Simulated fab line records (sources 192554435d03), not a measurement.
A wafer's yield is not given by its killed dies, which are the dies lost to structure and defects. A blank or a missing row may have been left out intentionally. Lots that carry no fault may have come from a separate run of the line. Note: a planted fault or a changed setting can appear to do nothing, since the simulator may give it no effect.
A struck lot beside a sound one ; flow n5_finfet ; 6 out of 1938 route steps
Sound: wafers L929.1, L929.3, L929.6. Struck: wafer L922.4. (L922.1 of the same lot was not struck and is left out.) The cause comes at the end.
For every step that has rows: the tool of each side, followed by ch and its chambers, followed by its first start. Under that, the readings that differ: sound wafers ; struck wafers ; difference of the means ; sigmas: that difference in standard deviations of wafers without a fault.
alike: same words and numbers on both sides, and readings whose means sit less than 2 such deviations apart. not compared: any withheld reading, any reading some wafer has no value for, any bound like >300 that may hide the same value, and any number with overlapping values for which the record gives no deviation.
Wherever a step has rows on one side only, a row that says differs or no value, or a row with sigmas, the two part there. Numbers that have no deviation but don't overlap get no sigmas and don't part them. A reading that every wafer of one side lacks parts them only if that side has two wafers or more.

N5_START_INSPECT_01: inspects for defects (unpatterned scan).
  struck on defect_inspect-02, day 4 06:02; sound on defect_inspect-01, day 6 00:02
  alike: raw_defect_count
then, 2 steps without rows for these wafers: N5_ZERO_LAYER_PRECLEAN_00 (cleans in SPM, time 600 s); N5_ZERO_LAYER_SRD_01 (time 30 s, dry time 30 s).
N5_ZERO_LAYER_PECVD_02: deposits SiO2 from SiH4/N2O, target thk 10 nm, time 6 s.
  sound on pecvd-03 ch 0,1, day 6 00:19; struck on pecvd-01 ch 0, day 4 06:17
reading;sound;struck;difference;sigmas
showerhead_vpp_V (V);1103 1067 1089;920;-166;-3
model.SiO2_of_ZERO_LAYER_PECVD_02.thk_nm (nm);10.18 10.11 10.36;9.181;-1.036;
  alike: heater_power_w, showerhead_plenum_p_Torr
  not compared: susceptor_temp_C
then, 1 step without rows for these wafers: N5_ZERO_LAYER_HMDS_04 (time 60 s).
-- a jump in the record: the struck wafers' starts before and after are 7 days apart (it breaks off in module ZERO_LAYER and resumes in module BEOL_M4, where the first step shown is number 1111 of the route) --
N5_BEOL_M4_RC_MEAS_101:
  sound on prober-01 ch 0, day 12 15:24; struck on prober-01 ch 0, day 11 01:46
reading;sound;struck;difference;sigmas
VT_P (mV);-254.5 -254.4 -255.4;-248.0;+6.8;+2
  alike: DIBL_N, DIBL_P, IOFF_N, IOFF_P, ION_N, ION_P, SS_N, SS_P, VT_N

== WHERE THEY PART ==
At N5_ZERO_LAYER_PECVD_02 first; at N5_BEOL_M4_RC_MEAS_101 last (within this record only).

WHY: what the simulator had put in
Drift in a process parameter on pecvd-01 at N5_ZERO_LAYER_PECVD_02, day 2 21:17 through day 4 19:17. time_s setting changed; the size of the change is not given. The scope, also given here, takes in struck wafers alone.
